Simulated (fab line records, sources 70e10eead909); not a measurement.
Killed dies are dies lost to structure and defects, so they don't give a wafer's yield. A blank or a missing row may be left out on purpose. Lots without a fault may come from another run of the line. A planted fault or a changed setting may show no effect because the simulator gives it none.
A struck lot beside a sound one | flow nand_harc | 36 steps out of a route of 1159
Sound: wafers L617.1, L617.5, L617.6. Struck: wafer L626.3. (L626.2, L626.6 of the same lot were not struck and are left out.) The cause comes at the end.
At each step with rows: each side's tool, then ch and its chambers, then its first start. Under that, the readings that differ: sound wafers | struck wafers | difference of the means | sigmas: that difference in standard deviations of wafers without a fault.
alike: readings whose means differ by less than 2 such deviations, and words and numbers that are the same on both sides. not compared: withheld readings, readings that some wafer has no value for, bounds like >300 that may hide the same value, and numbers for which the record gives no deviation and whose values overlap.
The two part at a step that has a row with sigmas, a row that says differs or no value, or rows on one side only. Numbers that don't overlap but have no deviation are shown without sigmas and don't part them. A reading that every wafer of one side lacks parts them only if that side has two wafers or more.

NHARC_P_START_INSPECT_01:
  sound on defect_inspect-01, day 2 12:02; struck on defect_inspect-01, day 4 18:02
  alike: raw_defect_count
then, 2 steps without rows for these wafers: NHARC_P_ZERO_WELL_PRECLEAN_00 (cleans in SPM, time 600 s); NHARC_P_ZERO_WELL_SRD_01.
NHARC_P_ZERO_WELL_PECVD_02: deposits SiO2, target thk 10 nm.
  sound on pecvd-03 ch 0,2, day 2 12:31; struck on pecvd-03 ch 0,2, day 4 18:29
then, 9 steps without rows for these wafers: NHARC_P_ZERO_WELL_DEHYDRATE_03 (time 120 s); NHARC_P_ZERO_WELL_HMDS_04 (time 30 s); NHARC_P_ZERO_WELL_COAT_64 (time 65 s); NHARC_P_ZERO_WELL_COAT_05 (resist thk 600 nm); NHARC_P_ZERO_WELL_SOFTBAKE_06 (time 70 s); NHARC_P_ZERO_WELL_EBR_07; NHARC_P_ZERO_WELL_EXPOSE_08 (exposes mask P ZERO, target cd 500 nm); NHARC_P_ZERO_WELL_PEB_09 (peb time 80 s); NHARC_P_ZERO_WELL_DEVELOP_10 (time 50 s).
NHARC_P_ZERO_WELL_CD_MEAS_11: target cd 500 nm.
  sound on cd_sem-02 ch 0, day 2 13:14; struck on cd_sem-02 ch 0, day 4 19:07
  alike: cd_nm
then, 1 step without rows for these wafers: NHARC_P_ZERO_WELL_HARDBAKE_12 (time 65 s).
NHARC_P_ZERO_WELL_DESCUM_13: chemistry O2, time 3 s.
  sound on rie_diel-05 ch 1,2,3, day 2 13:26; struck on rie_diel-13 ch 0, day 4 19:17
  alike: drypump_motor_current_A, oes_product_au, rf_vpp_V, showerhead_plenum_p_Torr, throttle_valve_pct
  not compared: rf_hours_counter_h
NHARC_P_ZERO_WELL_ETCH_65: etches the open film in N2/H2, target depth 80 nm, overetch 24 nm, time 87.88 s.
  sound on rie_diel-05 ch 2,3, day 2 13:30; struck on rie_diel-13 ch 3, day 4 19:21
  reading                         | sound             | struck | difference | sigmas
  oes_product_au (a.u.)           | 1.001 1.011 0.989 | 1.021  | +0.021     | +3
  rf_vpp_V (V)                    | 427.2 430.7 429.0 | 434.7  | +5.7       | +2
  showerhead_plenum_p_Torr (Torr) | 1.96 2.06 1.96    | 2.17   | +0.18      | +2
  alike: bias_w, drypump_motor_current_A, throttle_valve_pct
  not compared: rf_hours_counter_h
NHARC_P_ZERO_WELL_ETCH_62: etches the open film in CHF3/Ar, target depth 13 nm, time 6.5 s.
  sound on rie_diel-05 ch 0,2,3; struck on rie_diel-13 ch 1
  alike: bias_w, drypump_motor_current_A, oes_product_au, rf_vpp_V, showerhead_plenum_p_Torr, throttle_valve_pct
  not compared: rf_hours_counter_h
NHARC_P_ZERO_WELL_ETCH_63: etches the open film in HBr/Cl2, target depth 120 nm, time 40.1 s.
  sound on rie_si-04 ch 0,1,2, day 2 13:43; struck on rie_si-06 ch 1, day 4 19:32
  alike: bias_w, drypump_motor_current_A, oes_product_au, throttle_valve_pct
  not compared: rf_hours_counter_h
then, 9 steps without rows for these wafers: NHARC_P_ZERO_WELL_STRIP_15 (strips in SPM, time 900 s); NHARC_P_ZERO_WELL_DEHYDRATE_16 (time 120 s); NHARC_P_ZERO_WELL_HMDS_17 (time 30 s); NHARC_P_ZERO_WELL_COAT_18; NHARC_P_ZERO_WELL_SOFTBAKE_19 (time 95 s); NHARC_P_ZERO_WELL_EBR_20; NHARC_P_ZERO_WELL_EXPOSE_21 (exposes mask P NWELL, target cd 720 nm); NHARC_P_ZERO_WELL_PEB_22 (peb time 85 s); NHARC_P_ZERO_WELL_DEVELOP_23 (time 70 s).
NHARC_P_ZERO_WELL_CD_MEAS_24: target cd 720 nm.
  sound on cd_sem-03 ch 0, day 2 14:39; struck on cd_sem-03 ch 0, day 4 20:28
  alike: cd_nm
then, 1 step without rows for these wafers: NHARC_P_ZERO_WELL_HARDBAKE_25 (time 80 s).
NHARC_P_ZERO_WELL_DESCUM_26: chemistry O2, time 3 s.
  sound on rie_diel-13 ch 1,2,3, day 2 14:50; struck on rie_diel-05 ch 1, day 4 20:38
  reading      | sound          | struck | difference | sigmas
  rf_vpp_V (V) | 58.3 59.5 58.8 | 56.7   | -2.2       | -3
  alike: drypump_motor_current_A, oes_product_au, showerhead_plenum_p_Torr, throttle_valve_pct
  not compared: rf_hours_counter_h
then, 2 steps without rows for these wafers: NHARC_P_ZERO_WELL_IMPLANT_27; NHARC_P_ZERO_WELL_IMPLANT_57.
NHARC_P_ZERO_WELL_INSPECT_43:
  sound on defect_inspect-01, day 2 19:31; struck on defect_inspect-02, day 5 01:38
  reading          | sound   | struck | difference | sigmas
  raw_defect_count | 15 21 9 | 473    | +458       | +82
NHARC_P_STI_INSPECT_11:
  sound on defect_inspect-02, day 3 13:51; struck on defect_inspect-01, day 5 18:39
  reading          | sound | struck | difference | sigmas
  raw_defect_count | 7 2 4 | 474    | +470       | +99 or more
-- the record jumps here: 16 days lie between the struck wafers' starts before and after (it left off in module P_STI and takes up again in module END, whose first step shown is number 1159 of the route) --
NHARC_END_SORT_01:
  the record has rows for the struck wafers here (prober-02 ch 0, day 22 01:37) and none for the sound ones

WHERE THEY PART
First at NHARC_P_ZERO_WELL_ETCH_65; last, within this record, at NHARC_END_SORT_01.

WHY: what the simulator had put in
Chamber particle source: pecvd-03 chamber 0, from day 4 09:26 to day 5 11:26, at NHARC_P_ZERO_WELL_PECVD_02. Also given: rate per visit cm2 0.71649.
